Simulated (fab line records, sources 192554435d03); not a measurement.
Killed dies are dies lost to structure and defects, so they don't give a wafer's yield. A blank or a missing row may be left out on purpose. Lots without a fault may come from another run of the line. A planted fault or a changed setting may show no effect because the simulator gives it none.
Chamber matching | flow n5_finfet | N5_BEOL_M5_PRE_CLEAN_77 on cvd_co-02: 3 sister chambers
The step time 15 s. 3 wafers are shown with their chamber, then 12 later ones without.

WAFERS WITH THEIR CHAMBER
wafer  | chamber | heater_power_w (W)
L085.4 | 1       | 99
L085.5 | 0       | 98
L085.6 | 2       | 88

WAFERS WITHOUT THEIR CHAMBER
wafer  | heater_power_w (W)
L087.4 | 89
L087.5 | 101
L087.6 | 99
L090.4 | 102
L090.5 | 99
L090.6 | 90
L093.1 | 89
L093.3 | 99
L093.4 | 96
L096.1 | 98
L096.2 | 97
L096.3 | 91

WHICH CHAMBER EACH WENT THROUGH
wafer  | from the rows above     | in truth
L087.4 | 2                       | 2
L087.5 | can't be placed: 1 or 0 | 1
L087.6 | can't be placed: 1 or 0 | 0
L090.4 | can't be placed: 1 or 0 | 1
L090.5 | can't be placed: 1 or 0 | 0
L090.6 | 2                       | 2
L093.1 | 2                       | 2
L093.3 | can't be placed: 1 or 0 | 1
L093.4 | can't be placed: 0 or 1 | 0
L096.1 | can't be placed: 0 or 1 | 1
L096.2 | can't be placed: 0 or 1 | 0
L096.3 | 2                       | 2
Placed correctly: 4 of 12. Can't be placed from these rows: 8 (the true chamber is among the candidates in 8). Placed wrongly: 0.
How it was worked out, from the rows above alone: a wafer's distance from a chamber is the root of the sum, over the readings, of the square of ((its reading less the chamber's mean) divided by the reading's scatter). The wafer belongs to the nearest chamber; if the next one is less than 2 further off, it can't be placed. A chamber's mean is the mean of its shown wafers. The scatter: with one shown wafer a chamber, the root of the mean of the squares of how far each hidden wafer lies from its nearest shown one.
